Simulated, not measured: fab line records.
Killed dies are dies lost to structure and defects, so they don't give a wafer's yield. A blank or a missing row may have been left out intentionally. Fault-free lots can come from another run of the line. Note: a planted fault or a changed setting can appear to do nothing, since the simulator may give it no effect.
What tool caused it?	flow n5 finfet	30 wafers from 10 lots sampled at 3 of the route's 1938 steps

WHAT THE GAUGES READ, wafer by wafer
N5_BEOL_M2_THK_MEAS_53: measures by xrf.
lot	measured	on	M2_THK (nm)
L211	day 7 04:37	film metro-02	39.5 40.9 38.5
L214	day 7 20:22	film metro-02	40.7 43.2 42.6
L216	day 8 08:40	film metro-02	39.3 40.5 41.9
L217	day 9 03:37	film metro-02	43.7 42.2 43.9
L226	day 11 21:39	film metro-01	37.7 40.3 41.4
L224	day 12 01:50	film metro-01	38.9 40.7 38.7
L227	day 12 06:35	film metro-01	39.8 41.6 40.7
L232	day 12 15:03	film metro-01	38.7 41.1 38.3
L231	day 12 21:43	film metro-02	39.0 40.9 43.4
L233	day 13 10:59	film metro-01	41.2 41.3 40.2

WHAT TOOL EACH LOT RAN ON (gives the tool, then ch and the chambers of the sampled wafers, and finally the start)
lot	N5_BEOL_M2_SPUTTER_90	N5_BEOL_M2_ANNEAL_95
L211	pvd sputter-01, day 7 03:07	pvd sputter-01, day 7 03:38
L214	pvd sputter-01, day 7 18:55	pvd sputter-01, day 7 19:26
L216	pvd sputter-02, day 8 06:58	pvd sputter-02, day 8 07:29
L217	pvd sputter-02, day 9 02:11	pvd sputter-02, day 9 02:42
L226	pvd sputter-03, day 11 20:12	pvd sputter-03, day 11 20:43
L224	pvd sputter-01, day 12 00:23	pvd sputter-01, day 12 00:54
L227	pvd sputter-02, day 12 05:08	pvd sputter-02, day 12 05:40
L232	pvd sputter-03, day 12 13:36	pvd sputter-03, day 12 14:07
L231	pvd sputter-02, day 12 20:11	pvd sputter-02, day 12 20:46
L233	pvd sputter-03, day 13 09:32	pvd sputter-03, day 13 10:04
- N5_BEOL_M2_SPUTTER_90: material Cu, target thk 4.5 nm, time 8.29 s.
- N5_BEOL_M2_ANNEAL_95: time 240 s.

THE ANSWER, worked out from the rows above alone
Rule: the lots themselves supply what counts as usual. Put in order of their means at a reading, lots are off if they are a third of the lots or fewer, leave a main group of 4 or more, and stand apart from it by a gap of 3 or more times the standard deviation of the main group's means; of several such gaps the widest counts. A main group whose means are all the same, to the digits that the tables above print for the reading, isn't used. Also off: a lot with no number at a reading for which 4 or more lots have one. All remaining lots with rows at the step are treated as sound.
No lot is off at any reading shown: from this, nothing can be told.

WHAT THE SIMULATOR PUT IN
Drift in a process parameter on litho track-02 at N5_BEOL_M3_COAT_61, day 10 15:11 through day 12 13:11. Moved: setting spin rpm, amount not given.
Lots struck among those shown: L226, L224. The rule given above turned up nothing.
